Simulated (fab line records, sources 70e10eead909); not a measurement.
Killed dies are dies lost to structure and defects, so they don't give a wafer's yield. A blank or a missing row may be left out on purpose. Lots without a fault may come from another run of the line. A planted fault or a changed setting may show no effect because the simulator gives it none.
Which tool did it? | flow nand_harc | 14 lots, 42 wafers sampled, at 5 steps of a route of 1159

WHAT THE GAUGES READ, wafer by wafer
NHARC_A_SOURCE_PLATE_THK_MEAS_06: measures by ellipsometry. Usual: thk_nm 200.0 nm, standard deviation 2.
lot  | measured     | on            | thk_nm (nm)       | flag
L954 | day 8 02:52  | film_metro-02 | 201.2 200.1 200.5 |
L955 | day 8 02:52  | film_metro-01 | 199.1 201.8 200.0 |
L957 | day 8 12:55  | film_metro-01 | 201.1 199.3 197.0 |
L959 | day 8 18:31  | film_metro-01 | 202.2 202.8 203.4 |
L958 | day 8 18:31  | film_metro-02 | 199.7 198.9 197.8 |
L961 | day 9 11:32  | film_metro-01 | 200.7 200.6 201.3 |
L964 | day 10 04:28 | film_metro-01 | 199.4 201.1 200.7 |
L968 | day 11 07:39 | film_metro-02 | 199.6 199.1 197.9 |
L971 | day 11 17:28 | film_metro-01 | 204.2 202.9 202.0 |
L970 | day 11 17:28 | film_metro-02 | 199.6 200.4 197.3 |
L973 | day 12 07:38 | film_metro-02 | 204.2 200.6 201.1 |
L972 | day 12 07:38 | film_metro-01 | 198.1 198.2 199.1 |
L974 | day 12 12:35 | film_metro-01 | 202.4 198.3 202.1 |
L975 | day 13 01:21 | film_metro-01 | 201.9 198.4 199.2 |

NHARC_A_ONON_D1_THK_MEAS_11: measures by ellipsometry. Usual: thk_nm 999 nm, standard deviation 11.
lot  | measured     | on            | thk_nm (nm)    | flag
L954 | day 8 05:12  | film_metro-02 | 1012 1012 1014 |
L955 | day 8 05:12  | film_metro-01 | 997 997 998    |
L957 | day 8 15:17  | film_metro-01 | 1015 1015 1014 |
L959 | day 8 20:53  | film_metro-02 | 1003 1004 1003 |
L958 | day 8 20:52  | film_metro-01 | 1003 1002 1001 |
L961 | day 9 13:53  | film_metro-02 | 1508 1505 1508 | OFF
L964 | day 10 06:50 | film_metro-01 | 1520 1516 1518 | OFF
L968 | day 11 09:59 | film_metro-01 | 1010 1012 1011 |
L971 | day 11 20:07 | film_metro-01 | 999 1000 1000  |
L970 | day 11 19:53 | film_metro-01 | 980 981 979    |
L973 | day 12 09:59 | film_metro-01 | 1008 1010 1008 |
L972 | day 12 09:59 | film_metro-02 | 995 994 996    |
L974 | day 12 14:58 | film_metro-02 | 1002 1001 1001 |
L975 | day 13 03:42 | film_metro-01 | 988 987 986    |

NHARC_END_SORT_01. Usual: killed_at_array 29, standard deviation 11; killed_at_other 0.7, standard deviation 1.1; killed_at_periphery 3.1, standard deviation 2; killed_dies 33, standard deviation 11; killed_open 3.5, standard deviation 1.8; killed_short 2.0, standard deviation 1.4.
lot  | measured     | on        | killed_at_array | killed_at_other | killed_at_periphery | killed_dies | killed_open | killed_short | flag
L961 | day 21 17:22 | prober-01 | 677 675 674     | 0 0 0           | 0 2 3               | 677 677 677 | 7 1 8       | 1 0 0        | OFF
L964 | day 22 04:19 | prober-02 | 675 673 675     | 0 0 0           | 2 4 2               | 677 677 677 | 3 6 3       | 4 2 2        | OFF

WHICH TOOL RAN EACH LOT (tool, then ch and the chambers of the sampled wafers, then the start)
lot  | NHARC_A_ZERO_WELL_RTA_16         | NHARC_A_ONON_D1_DEP_09
L954 | rtp_anneal-01 ch 0, day 7 05:02  | pecvd_onon-02 ch 0, day 8 04:48
L955 | rtp_anneal-01 ch 0, day 7 05:11  | pecvd_onon-01 ch 0, day 8 04:45
L957 | rtp_anneal-01 ch 0, day 7 16:25  | pecvd_onon-02 ch 0, day 8 14:46
L959 | rtp_anneal-01 ch 0, day 7 21:37  | pecvd_onon-02 ch 0, day 8 20:22
L958 | rtp_anneal-01 ch 0, day 7 21:59  | pecvd_onon-03 ch 0, day 8 20:20
L961 | rtp_anneal-02 ch 0, day 8 17:32  | pecvd_onon-02 ch 0, day 9 13:29
L964 | rtp_anneal-01 ch 0, day 9 09:47  | pecvd_onon-02 ch 0, day 10 06:23
L968 | rtp_anneal-02 ch 0, day 10 10:56 | pecvd_onon-01 ch 0, day 11 09:36
L971 | rtp_anneal-01 ch 0, day 10 21:25 | pecvd_onon-01 ch 0, day 11 19:37
L970 | rtp_anneal-02 ch 0, day 10 22:00 | pecvd_onon-03 ch 0, day 11 19:29
L973 | rtp_anneal-02 ch 0, day 11 07:51 | pecvd_onon-03 ch 0, day 12 09:28
L972 | rtp_anneal-02 ch 0, day 11 09:20 | pecvd_onon-01 ch 0, day 12 09:28
L974 | rtp_anneal-02 ch 0, day 11 15:41 | pecvd_onon-01 ch 0, day 12 14:31
L975 | rtp_anneal-02 ch 0, day 12 01:15 | pecvd_onon-02 ch 0, day 13 03:11
- NHARC_A_ZERO_WELL_RTA_16: time 10 s.
- NHARC_A_ONON_D1_DEP_09: target thk 1000 nm.

WHAT THE TOOLS THEMSELVES READ (means of the sampled wafers that have a number; where no wafer has one, the mark that the record gives instead)
NHARC_A_ZERO_WELL_RTA_16. Usual: lamp_power_pct 29.5 %, standard deviation 0.52; lamp_zone_3_pct 29.5 %, standard deviation 0.52; lamp_zone_4_pct 29.5 %, standard deviation 0.52; wafer_temp_C_max 1005.7, standard deviation 1.3.
lot  | tool          | lamp_power_pct (%) | lamp_zone_3_pct (%) | lamp_zone_4_pct (%) | wafer_temp_C_max | flag
L954 | rtp_anneal-01 | 29.0               | 29.0                | 29.0                | 1005.4           |
L955 | rtp_anneal-01 | 29.0               | 29.0                | 29.0                | 1005.7           |
L957 | rtp_anneal-01 | 29.1               | 29.0                | 29.0                | 1007.2           |
L959 | rtp_anneal-01 | 29.0               | 29.0                | 29.0                | 1005.9           |
L958 | rtp_anneal-01 | 29.1               | 29.0                | 29.0                | 1006.9           |
L961 | rtp_anneal-02 | 30.1               | 30.0                | 30.0                | 1005.6           |
L964 | rtp_anneal-01 | 29.1               | 29.0                | 29.1                | 1007.4           |
L968 | rtp_anneal-02 | 30.0               | 30.0                | 30.0                | 1006.3           |
L971 | rtp_anneal-01 | 29.0               | 29.0                | 29.1                | 1006.2           |
L970 | rtp_anneal-02 | 30.1               | 30.0                | 30.1                | 1005.1           |
L973 | rtp_anneal-02 | 30.1               | 30.1                | 30.1                | 1005.5           |
L972 | rtp_anneal-02 | 30.1               | 30.1                | 30.1                | 1004.8           |
L974 | rtp_anneal-02 | 30.0               | 30.0                | 30.0                | 1005.9           |
L975 | rtp_anneal-02 | 30.1               | 30.0                | 30.1                | 1004.5           |

NHARC_A_ONON_D1_DEP_09. Usual: nh3_flow_sccm 499.8 sccm, standard deviation 1.5.
lot  | tool          | nh3_flow_sccm (sccm) | flag
L954 | pecvd_onon-02 | 500.8                |
L955 | pecvd_onon-01 | 501.0                |
L957 | pecvd_onon-02 | 497.7                |
L959 | pecvd_onon-02 | 501.3                |
L958 | pecvd_onon-03 | 498.6                |
L961 | pecvd_onon-02 | 498.7                |
L964 | pecvd_onon-02 | 498.2                |
L968 | pecvd_onon-01 | 500.1                |
L971 | pecvd_onon-01 | 498.8                |
L970 | pecvd_onon-03 | 499.2                |
L973 | pecvd_onon-03 | 498.8                |
L972 | pecvd_onon-01 | 500.1                |
L974 | pecvd_onon-01 | 500.2                |
L975 | pecvd_onon-02 | 498.9                |

THE ANSWER, worked out from the rows above alone
Rule: a lot is off if the mean of its wafers that have a number lies more than 3 standard deviations from the usual mean. A lot without any number at a reading at which 4 lots or more have one is off too. The other lots that the step has rows for count as sound. The gauges are gone through in route order, then the tools' own readings, and for those a lot's mean is taken as printed above. The first step at which some lot is off is used, and at that step the reading that is off furthest; a lot without a number counts as furthest.
Off: L961, L964, at NHARC_A_ONON_D1_THK_MEAS_11 (thk_nm).
A tool fits if, at a process step before that reading, it ran every lot that is off, and no sound lot after the first of them. The gauges at NHARC_A_ONON_D1_THK_MEAS_11 aren't tried: what is off there is off at NHARC_END_SORT_01 too, on other tools, and a gauge's error can't cause that. None of those tried fits.

WHAT THE SIMULATOR HAD PUT IN
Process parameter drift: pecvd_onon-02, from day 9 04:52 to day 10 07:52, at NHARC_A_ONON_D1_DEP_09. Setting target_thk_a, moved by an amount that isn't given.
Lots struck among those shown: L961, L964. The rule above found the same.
